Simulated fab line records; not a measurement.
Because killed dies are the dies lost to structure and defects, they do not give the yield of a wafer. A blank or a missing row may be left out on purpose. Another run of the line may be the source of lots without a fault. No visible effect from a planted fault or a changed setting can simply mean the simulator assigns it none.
Split-lot trial / flow n5Finfet / on a route of 1938 steps: 7 lots, 21 wafers read

== THE SPLIT ==
At N5_DUMMY_GATE_COAT_09 (resist thk 30 nm), the setting spinRpm was moved away from the recipe's 1500 rpm on 7 of the 21 wafers read, by -9.7% to +9.6%. For the rest of the wafers, this setting stayed at what the recipe calls for.

== FROM THE SPLIT TO THE READING: what the file shows between them, 4 steps ==
- N5_DUMMY_GATE_EBR_11
- N5_DUMMY_GATE_SOFTBAKE_10: time 60 s
- N5_DUMMY_GATE_DESCUM_20: chemistry O2, time 6.2 s
- N5_DUMMY_GATE_ETCH_29: etches underlayer in N2/H2, target depth 13 nm

== THE READING ==
CAR-EUV_of_DUMMY_GATE_COAT_09.thkNm (the simulator's own value, which no gauge read), in nm, at N5_DUMMY_GATE_ETCH_36 (etches SiARC in CF4, target depth 13 nm). The file gives no usual value for it. The 14 wafers here that ran the recipe average 11.4 nm, standard deviation 0.27 nm.

wafer=L074.1; tool, chamber at the split=lithoTrack-02, 0; spinRpm as run, rpm=1433; against the recipe=-4.5%; CAR-EUV_of_DUMMY_GATE_COAT_09.thkNm, nm=12.4; against lot-mates on the recipe=+1.0
wafer=L074.2; tool, chamber at the split=lithoTrack-02, 0; spinRpm as run, rpm=1500; against the recipe=recipe; CAR-EUV_of_DUMMY_GATE_COAT_09.thkNm, nm=11.4; against lot-mates on the recipe=-
wafer=L074.3; tool, chamber at the split=lithoTrack-02, 0; spinRpm as run, rpm=1433; against the recipe=-4.5%; CAR-EUV_of_DUMMY_GATE_COAT_09.thkNm, nm=12; against lot-mates on the recipe=+0.6
wafer=L077.3; tool, chamber at the split=lithoTrack-02, 0; spinRpm as run, rpm=1500; against the recipe=recipe; CAR-EUV_of_DUMMY_GATE_COAT_09.thkNm, nm=11; against lot-mates on the recipe=-
wafer=L077.4; tool, chamber at the split=lithoTrack-02, 0; spinRpm as run, rpm=1500; against the recipe=recipe; CAR-EUV_of_DUMMY_GATE_COAT_09.thkNm, nm=11.6; against lot-mates on the recipe=-
wafer=L077.5; tool, chamber at the split=lithoTrack-02, 0; spinRpm as run, rpm=1500; against the recipe=recipe; CAR-EUV_of_DUMMY_GATE_COAT_09.thkNm, nm=11.4; against lot-mates on the recipe=-
wafer=L078.2; tool, chamber at the split=lithoTrack-02, 0; spinRpm as run, rpm=1500; against the recipe=recipe; CAR-EUV_of_DUMMY_GATE_COAT_09.thkNm, nm=11.2; against lot-mates on the recipe=-
wafer=L078.5; tool, chamber at the split=lithoTrack-02, 0; spinRpm as run, rpm=1500; against the recipe=recipe; CAR-EUV_of_DUMMY_GATE_COAT_09.thkNm, nm=11.2; against lot-mates on the recipe=-
wafer=L078.4; tool, chamber at the split=lithoTrack-02, 0; spinRpm as run, rpm=1500; against the recipe=recipe; CAR-EUV_of_DUMMY_GATE_COAT_09.thkNm, nm=11.8; against lot-mates on the recipe=-
wafer=L081.3; tool, chamber at the split=lithoTrack-03, 0; spinRpm as run, rpm=1500; against the recipe=recipe; CAR-EUV_of_DUMMY_GATE_COAT_09.thkNm, nm=11.4; against lot-mates on the recipe=-
wafer=L081.4; tool, chamber at the split=lithoTrack-03, 0; spinRpm as run, rpm=1644; against the recipe=+9.6%; CAR-EUV_of_DUMMY_GATE_COAT_09.thkNm, nm=10; against lot-mates on the recipe=-1.4
wafer=L081.5; tool, chamber at the split=lithoTrack-03, 0; spinRpm as run, rpm=1644; against the recipe=+9.6%; CAR-EUV_of_DUMMY_GATE_COAT_09.thkNm, nm=9.8; against lot-mates on the recipe=-1.6
wafer=L084.1; tool, chamber at the split=lithoTrack-04, 0; spinRpm as run, rpm=1500; against the recipe=recipe; CAR-EUV_of_DUMMY_GATE_COAT_09.thkNm, nm=11.6; against lot-mates on the recipe=-
wafer=L084.4; tool, chamber at the split=lithoTrack-04, 0; spinRpm as run, rpm=1500; against the recipe=recipe; CAR-EUV_of_DUMMY_GATE_COAT_09.thkNm, nm=11.8; against lot-mates on the recipe=-
wafer=L084.5; tool, chamber at the split=lithoTrack-04, 0; spinRpm as run, rpm=1500; against the recipe=recipe; CAR-EUV_of_DUMMY_GATE_COAT_09.thkNm, nm=11.2; against lot-mates on the recipe=-
wafer=L087.1; tool, chamber at the split=lithoTrack-04, 0; spinRpm as run, rpm=1354; against the recipe=-9.7%; CAR-EUV_of_DUMMY_GATE_COAT_09.thkNm, nm=13.4; against lot-mates on the recipe=+1.8
wafer=L087.3; tool, chamber at the split=lithoTrack-04, 0; spinRpm as run, rpm=1500; against the recipe=recipe; CAR-EUV_of_DUMMY_GATE_COAT_09.thkNm, nm=11.4; against lot-mates on the recipe=-
wafer=L087.4; tool, chamber at the split=lithoTrack-04, 0; spinRpm as run, rpm=1500; against the recipe=recipe; CAR-EUV_of_DUMMY_GATE_COAT_09.thkNm, nm=11.8; against lot-mates on the recipe=-
wafer=L094.3; tool, chamber at the split=lithoTrack-03, 0; spinRpm as run, rpm=1500; against the recipe=recipe; CAR-EUV_of_DUMMY_GATE_COAT_09.thkNm, nm=11; against lot-mates on the recipe=-
wafer=L094.4; tool, chamber at the split=lithoTrack-03, 0; spinRpm as run, rpm=1559; against the recipe=+3.9%; CAR-EUV_of_DUMMY_GATE_COAT_09.thkNm, nm=10.4; against lot-mates on the recipe=-0.6
wafer=L094.6; tool, chamber at the split=lithoTrack-03, 0; spinRpm as run, rpm=1559; against the recipe=+3.9%; CAR-EUV_of_DUMMY_GATE_COAT_09.thkNm, nm=10.4; against lot-mates on the recipe=-0.6

FIT RESULTS
A straight line over all 21 wafers: CAR-EUV_of_DUMMY_GATE_COAT_09.thkNm changes by -0.181 nm for each +1% of spinRpm; r = -0.94; the points scatter about the line by 0.27 nm.
The same after taking each lot's own level away (the mean of its wafers on the recipe; 21 wafers): -0.167 nm for each +1%; r = -0.96; scatter 0.21 nm.
On that fit, the largest move of spinRpm shifts the reading by 1.6 nm.
The span of the lots' own levels, 11.00 to 11.60 nm, comes to 2.2 times the standard deviation stated above.
The two slopes agree, so the slope changes little with the lot-to-lot level.
Check: for one of the wafers moved furthest among these (-9.7%), held out of the fit, the line's prediction against its lot-mates is +1.58 nm. Against them it came out at +1.8 nm.

== FURTHER SPLITS ON THESE WAFERS ==
Note: prior to the reading, these wafers also went through further splits. Each is held against what the fit with the lots' levels taken away leaves over:
other split on the same wafers=N5_PMOS_HMC_CHANNEL_EPI_EXPOSE_06 doseMj; wafers away from the commonest value=2; r with CAR-EUV_of_DUMMY_GATE_COAT_09.thkNm (lot level and that fit taken away)=+0.05
other split on the same wafers=N5_PMOS_HMC_CHANNEL_EPI_PEB_07 pebTempC; wafers away from the commonest value=9; r with CAR-EUV_of_DUMMY_GATE_COAT_09.thkNm (lot level and that fit taken away)=+0.49
other split on the same wafers=N5_FIN_CUT_ETCH_21 timeS; wafers away from the commonest value=3; r with CAR-EUV_of_DUMMY_GATE_COAT_09.thkNm (lot level and that fit taken away)=+0.25
other split on the same wafers=N5_DUMMY_GATE_COAT_34 spinRpm; wafers away from the commonest value=11; r with CAR-EUV_of_DUMMY_GATE_COAT_09.thkNm (lot level and that fit taken away)=+0.01

== THE WHOLE CHAIN: every reading that the file lists as answering this split, in the file's order ==
step=N5_DUMMY_GATE_COAT_09; what it does=resist thk 30 nm; reading=CAR-EUV_of_DUMMY_GATE_COAT_09.thkNm (the simulator's own value, which no gauge read); change (the file's fit)=-0.147 nm for each +1% of the setting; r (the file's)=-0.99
step=N5_DUMMY_GATE_DESCUM_20; what it does=chemistry O2, time 6.2 s; reading=CAR-EUV_of_DUMMY_GATE_COAT_09.thkNm (the simulator's own value, which no gauge read); change (the file's fit)=-0.14 nm for each +1% of the setting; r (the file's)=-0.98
step=N5_DUMMY_GATE_ETCH_29; what it does=etches underlayer in N2/H2, target depth 13 nm; reading=CAR-EUV_of_DUMMY_GATE_COAT_09.thkNm (the simulator's own value, which no gauge read); change (the file's fit)=-0.164 nm for each +1% of the setting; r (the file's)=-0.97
step=N5_DUMMY_GATE_ETCH_36; what it does=etches SiARC in CF4, target depth 13 nm; reading=CAR-EUV_of_DUMMY_GATE_COAT_09.thkNm (the simulator's own value, which no gauge read); change (the file's fit)=-0.17 nm for each +1% of the setting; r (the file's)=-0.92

== FILE'S OWN FIT ==
CAR-EUV_of_DUMMY_GATE_COAT_09.thkNm changes by -0.17 nm for each +1% of spinRpm, r = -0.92.
